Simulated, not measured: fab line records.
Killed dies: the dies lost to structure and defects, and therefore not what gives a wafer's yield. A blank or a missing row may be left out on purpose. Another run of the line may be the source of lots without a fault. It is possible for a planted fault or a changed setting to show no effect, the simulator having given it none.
A lot that was struck, set against a sound lot -- flow nand_harc -- 15 out of 1159 route steps
Sound: these wafers, L316.2, L316.3, L316.5. The struck wafers were L310.1, L310.3, L310.6. The cause is given at the end.
Each step with rows lists, per side, the tool, then ch with its chambers, then its first start. Under that, the readings that differ: sound wafers -- struck wafers -- difference of the means -- sigmas: that difference in standard deviations of wafers without a fault.
alike: a reading whose means differ by less than 2 such deviations, as well as words and numbers matching on both sides. not compared: withheld readings; readings where some wafer has no value; bounds like >300 that might hide an equal value; numbers whose values overlap and for which the record gives no deviation.
A row with sigmas, a row that says differs or no value, or rows on one side alone: a step with any of these is where the two part. Numbers that have no deviation but don't overlap get no sigmas and don't part them. A reading missing from all wafers of one side parts the sides only when that side holds two or more wafers.

first, 9 steps without rows for these wafers: NHARC_P_ZERO_WELL_STRIP_41 (strips in SPM, time 840 s); NHARC_P_ZERO_WELL_DEHYDRATE_44 (time 120 s); NHARC_P_ZERO_WELL_HMDS_45 (time 30 s); NHARC_P_ZERO_WELL_COAT_46; NHARC_P_ZERO_WELL_SOFTBAKE_47 (time 95 s); NHARC_P_ZERO_WELL_EBR_48; NHARC_P_ZERO_WELL_EXPOSE_49 (exposes mask P HVPW, target cd 2000 nm); NHARC_P_ZERO_WELL_PEB_50 (peb time 85 s); NHARC_P_ZERO_WELL_DEVELOP_51 (time 70 s).
NHARC_P_ZERO_WELL_CD_MEAS_52 targets a cd of 2000 nm.
  sound on cd_sem-01 ch 0, day 6 17:31; struck on cd_sem-03 ch 0, day 5 05:54
  alike: cd_nm
then, 1 step without rows for these wafers: NHARC_P_ZERO_WELL_HARDBAKE_53 (time 80 s).
NHARC_P_ZERO_WELL_DESCUM_54: chemistry O2, time 3 s.
  sound on rie_diel-03 ch 1,2, day 6 17:42; struck on rie_diel-10 ch 2,3, day 5 06:04
  alike: drypump_motor_current_A, mfc_ar_sccm, oes_product_au, rf_vpp_V, showerhead_plenum_p_Torr, throttle_valve_pct
  not compared: rf_hours_counter_h
NHARC_P_ZERO_WELL_IMPLANT_55:
  struck on implanter-02, day 5 06:13; sound on implanter-02 ch 0, day 6 17:53
  no value came back on the struck wafers for beam_energy_keV, beam_on_s (s), faraday_current_uA; on the sound wafers beam_energy_keV reads 179.95 179.93 179.94
then, 1 step without rows for these wafers: NHARC_P_ZERO_WELL_IMPLANT_61.
-- jump in the record: it breaks off in module P_ZERO_WELL and resumes in module END (first step shown: number 1159 of the route), and 17 days separate the struck wafers' starts before and after --
NHARC_END_SORT_01:
  sound on prober-02 ch 0, day 24 00:31; struck on prober-01 ch 0, day 22 03:27
reading,sound,struck,difference,sigmas
hold,- - -,await_dispo/2.5h/scrap await_dispo/2.5h/scrap await_dispo/2.5h/scrap,no value on the sound wafers,
killed_at_periphery,3 5 4,655 643 648,+645,+99 or more
killed_dies,50 37 46,677 677 677,+633,+65
  alike: killed_at_array, killed_at_other, killed_open, killed_short

== WHERE THEY PART ==
Last at NHARC_END_SORT_01 as far as this record goes, first at NHARC_P_ZERO_WELL_IMPLANT_55.

WHY: what had been put in by the simulator
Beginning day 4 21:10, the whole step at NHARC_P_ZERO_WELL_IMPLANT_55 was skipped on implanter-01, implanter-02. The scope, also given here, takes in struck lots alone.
